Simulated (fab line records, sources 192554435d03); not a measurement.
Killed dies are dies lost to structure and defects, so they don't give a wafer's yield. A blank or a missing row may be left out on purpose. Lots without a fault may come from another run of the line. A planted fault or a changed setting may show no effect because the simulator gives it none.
A struck lot beside a sound one | flow n5_finfet | 37 steps out of a route of 1938
Sound: wafers L125.1, L125.2, L125.3. Struck: wafers L135.3, L135.4, L135.5. The cause comes at the end.
At each step with rows: each side's tool, then ch and its chambers, then its first start. Under that, the readings that differ: sound wafers | struck wafers | difference of the means | sigmas: that difference in standard deviations of wafers without a fault.
alike: readings whose means differ by less than 2 such deviations, and words and numbers that are the same on both sides. not compared: withheld readings, readings that some wafer has no value for, bounds like >300 that may hide the same value, and numbers for which the record gives no deviation and whose values overlap.
The two part at a step that has a row with sigmas, a row that says differs or no value, or rows on one side only. Numbers that don't overlap but have no deviation are shown without sigmas and don't part them. A reading that every wafer of one side lacks parts them only if that side has two wafers or more.

first, 9 steps without rows for these wafers: N5_MOL_CONTACT_COAG_PRECLEAN_127 (cleans in DIW, time 57.5 s); N5_MOL_CONTACT_COAG_SRD_128 (dry time 32 s); N5_MOL_CONTACT_COAG_CMP_52 (polishes, stops on SiO2, t overpolish 1.5 s, target thk 66.5 nm); N5_MOL_CONTACT_COAG_ANNEAL_112 (time 1800 s); N5_BEOL_M0_SAQP_PECVD_00 (deposits SiCN from 3MS/NH3, target thk 8 nm, time 14 s); N5_BEOL_M0_SAQP_ILD_DEP_01 (deposits SiOC from DEMS/O2, target thk 45.419 nm, time 8.7 s); N5_BEOL_M0_SAQP_HM_DEP_02 (deposits TiN, target thk 12 nm); N5_BEOL_M0_SAQP_PECVD_03 (deposits SiCN from 3MS/NH3, target thk 12 nm, time 21.1 s); N5_BEOL_M0_SAQP_PECVD_96 (deposits a-Si from SiH4/He, target thk 45 nm, time 45.2 s).
N5_BEOL_M0_SAQP_PECVD_97: deposits SiNx from SiH4/NH3/N2, target thk 23 nm, time 19.9 s.
  sound on pecvd-01 ch 0,1,2, day 7 22:21; struck on pecvd-01 ch 0,1,2, day 10 04:50
  reading                                         | sound          | struck     | difference | sigmas
  model.SiNx_of_BEOL_M0_SAQP_PECVD_97.thk_nm (nm) | 22.6 23.2 22.2 | 16.6 17 17 | -5.8       |
  alike: heater_power_w, showerhead_plenum_p_Torr, throttle_valve_pct
then, 24 steps without rows for these wafers: N5_BEOL_M0_SAQP_PECVD_04 (deposits a-Si from SiH4/He, target thk 60 nm, time 60.2 s); N5_BEOL_M0_SAQP_HM_DEP_111 (deposits SiO2 from SiH4/N2O, target thk 12 nm, time 7.2 s); N5_BEOL_M0_SAQP_COAT_81 (time 60 s, resist thk 100 nm); N5_BEOL_M0_SAQP_COAT_82 (time 60 s, resist thk 30 nm); N5_BEOL_M0_SAQP_COAT_08 (resist thk 90 nm); N5_BEOL_M0_SAQP_EBR_10; N5_BEOL_M0_SAQP_SOFTBAKE_09 (time 60 s); N5_BEOL_M0_SAQP_EXPOSE_11 (exposes mask M0 CORE, target cd 42 nm); N5_BEOL_M0_SAQP_PEB_12 (peb time 60 s); N5_BEOL_M0_SAQP_DEVELOP_13 (develop time 30 s); N5_BEOL_M0_SAQP_DESCUM_19 (chemistry O2, time 7.9 s); N5_BEOL_M0_SAQP_ETCH_83 (etches SiARC in CF4, target depth 39 nm, time 65 s); N5_BEOL_M0_SAQP_ETCH_84 (etches SOC in N2/H2, target depth 100 nm, overetch 20 nm, time 150 s); N5_BEOL_M0_SAQP_STRIP_80 (strips in N2/H2); N5_BEOL_M0_SAQP_HM_OPEN_112 (chemistry CHF3/O2, target SiO2, stops on a-Si, target depth 12 nm, time 13.5 s); N5_BEOL_M0_SAQP_STRIP_113 (strips in CHF3/O2); N5_BEOL_M0_SAQP_MANDREL_ETCH_20 (etches a-Si in HBr/Cl2, stops on SiNx, target depth 60 nm, bt time 10 s, time 30 s); N5_BEOL_M0_SAQP_STRIP_86 (strips in N2/H2); N5_BEOL_M0_SAQP_STRIP_115 (strips in post etch residue remover, time 60 s); N5_BEOL_M0_SAQP_SRD_93 (time 30 s); N5_BEOL_M0_SAQP_RECESS_114 (chemistry HF/NH3, target SiO2, target depth 14.4 nm, afs cycles 3, sublimation time 60 s); N5_BEOL_M0_SAQP_SPACER1_ALD_98 (deposits SiO2, target thk 12.8 nm, pulse time 1 s, purge time 2 s); N5_BEOL_M0_SAQP_SPACER1_ETCHBACK_99 (etches SiO2 in CHF3/O2, target depth 15.4 nm, time 7.7 s); N5_BEOL_M0_SAQP_MANDREL1_REMOVE_100 (chemistry HBr/Cl2/O2, target a-Si, stops on SiNx, bt time 10 s).
N5_BEOL_M0_SAQP_ETCH_106: etches SOC in N2/H2, stops on SiNx, target depth 150 nm.
  sound on rie_diel-01 ch 0,1,3, day 8 01:46; struck on rie_diel-01 ch 0,1, day 10 07:58
  reading                                         | sound          | struck    | difference | sigmas
  model.SiNx_of_BEOL_M0_SAQP_PECVD_97.thk_nm (nm) | 14.8 15.4 14.4 | 8.8 9.4 9 | -5.8       |
  alike: chamber_pressure_mTorr, drypump_motor_current_A, oes_product_au, rf_vpp_V, showerhead_plenum_p_Torr, throttle_valve_pct
  not compared: rf_hours_counter_h
-- the record jumps here: 3 days lie between the struck wafers' starts before and after (it left off in module BEOL_M0_SAQP and takes up again in module BEOL_M4, whose first step shown is number 1111 of the route) --
N5_BEOL_M4_RC_MEAS_101:
  sound on prober-01 ch 0, day 10 13:37; struck on prober-02 ch 0, day 12 21:37
  reading       | sound    | struck   | difference | sigmas
  DIBL_P (mV/V) | 35 36 32 | 43 39 39 | +6         | +2
  alike: DIBL_N, IOFF_N, IOFF_P, ION_N, ION_P, SS_N, SS_P, VT_N, VT_P
then, 1 step without rows for these wafers: N5_PASSIVATION_PROBE_49.

WHERE THEY PART
Only at N5_BEOL_M4_RC_MEAS_101, within this record.

WHY: what the simulator had put in
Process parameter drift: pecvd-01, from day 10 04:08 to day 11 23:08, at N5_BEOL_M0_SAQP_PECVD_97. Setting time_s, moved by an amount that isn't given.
